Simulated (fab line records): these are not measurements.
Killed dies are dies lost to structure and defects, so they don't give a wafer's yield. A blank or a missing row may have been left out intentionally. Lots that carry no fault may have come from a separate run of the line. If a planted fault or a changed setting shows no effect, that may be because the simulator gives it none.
8D (eight disciplines) problem report, filled in by code / flow nand harc / the parts of the form that need people (team, actions taken, sign-off) are left out

1. THE PROBLEM
Mean of raw defect count at NHARC_A_M1_INSPECT_27: 4726 across 2 wafers in 2 lots; on wafers with no fault it is 526 (standard deviation 110). Relative to the usual mean, that is a shift of +38 standard deviations.
Seen first at day 29 13:42 on defect inspect-01, wafer L997.2. The record holds 40 wafers of 14 lots with a number at this step. Rule for "out", or "out of limits": more than 4 standard deviations from the usual mean. The rest of the wafers with a number are treated as sound.

2. WHAT IT IS, AND WHAT IT ISN'T
question=which readings at this step | is=raw defect count | is not=-
question=which lots | is=L997, L998 | is not=L100, L104, L981, L982, L983, L986, L988, L989, L990, L993, L994, L996
question=which wafers of those lots | is=L997.2, L998.2 | is not=L997.5, L998.3
question=read on which gauges | is=defect inspect-01, defect inspect-02 | is not=-
question=when | is=from day 29 13:42 | is not=up to then (31 sound wafers); but 7 sound wafers of L100, L104, L998 came after

3. SUSPECTS, AND WHAT RULES EACH OUT
Counting: a tool at a process step up to the reading stays a suspect if it ran every lot that is out. Sound lots after the first of them don't rule it out here, since some wafers of a struck lot are sound.
- the gauge at NHARC_A_M1_INSPECT_27: ruled out. Those wafers that are out were read across 2 gauges (defect inspect-01, defect inspect-02).
- pvd sputter-02 at NHARC_A_M1_PRE_CLEAN_30 (time 30 s): kept. Every lot that is out went through it, the first being L997 (day 29 13:19); the last sound lot it ran before that was L996 (day 28 13:05). NHARC_A_M1_PRE_CLEAN_30: start missing for some lots; hours and lot order therefore follow NHARC_A_M1_CMP_23.
- cmp-02 at NHARC_A_M1_CMP_23 (polishes, t overpolish 20 s, target thk 154.34 nm): kept. Every lot that is out went through it, the first being L997 (day 29 13:19); the last sound lot it ran before that was L996 (day 28 13:05).
- cmp-02, NHARC_A_M1_CMP_23: wafers that are out in chamber 0, sound lot-mates in chambers 1, 2.
The count leaves cmp-02 at NHARC_A_M1_CMP_23 and pvd sputter-02 at NHARC_A_M1_PRE_CLEAN_30.

4. THE CAUSE (what the simulator had put in)
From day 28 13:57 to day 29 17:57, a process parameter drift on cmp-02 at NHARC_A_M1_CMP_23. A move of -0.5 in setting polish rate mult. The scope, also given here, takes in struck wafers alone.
Of the 2 suspects that counting leaves, this tool is one.

5. SEQUENCE OF EFFECTS, ordered by route
Rows list readings where the struck wafers' mean (over those with a number) sits beyond 3 standard deviations from the usual. Only readings whose record carries a usual standard deviation are examined. hours: median over the lots of the time between each lot's start at the first step of this table that gives one and its start at this step. sigmas: the change, counted in usual standard deviations.
hours=0; step=NHARC_A_M1_INSPECT_27; reading=raw defect count; usual=526; on struck wafers=4726; change=+4200; sigmas=+38

6. HOW IT WOULD HAVE BEEN CAUGHT EARLIER
The first out-of-limits reading at a measuring or inspecting step in this record came at day 29 13:42, 24 hours after the fault's start at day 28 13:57.
An alarm limit of 4 standard deviations would not have fired on the tool readings at NHARC_A_M1_CMP_23 for which the record gives a usual standard deviation, since none of them was out on any struck wafer.
Lots out: 2; of these, L998 started NHARC_A_M1_CMP_23 on cmp-02 after day 29 13:42. It would have been spared by a hold on the tool at that moment.
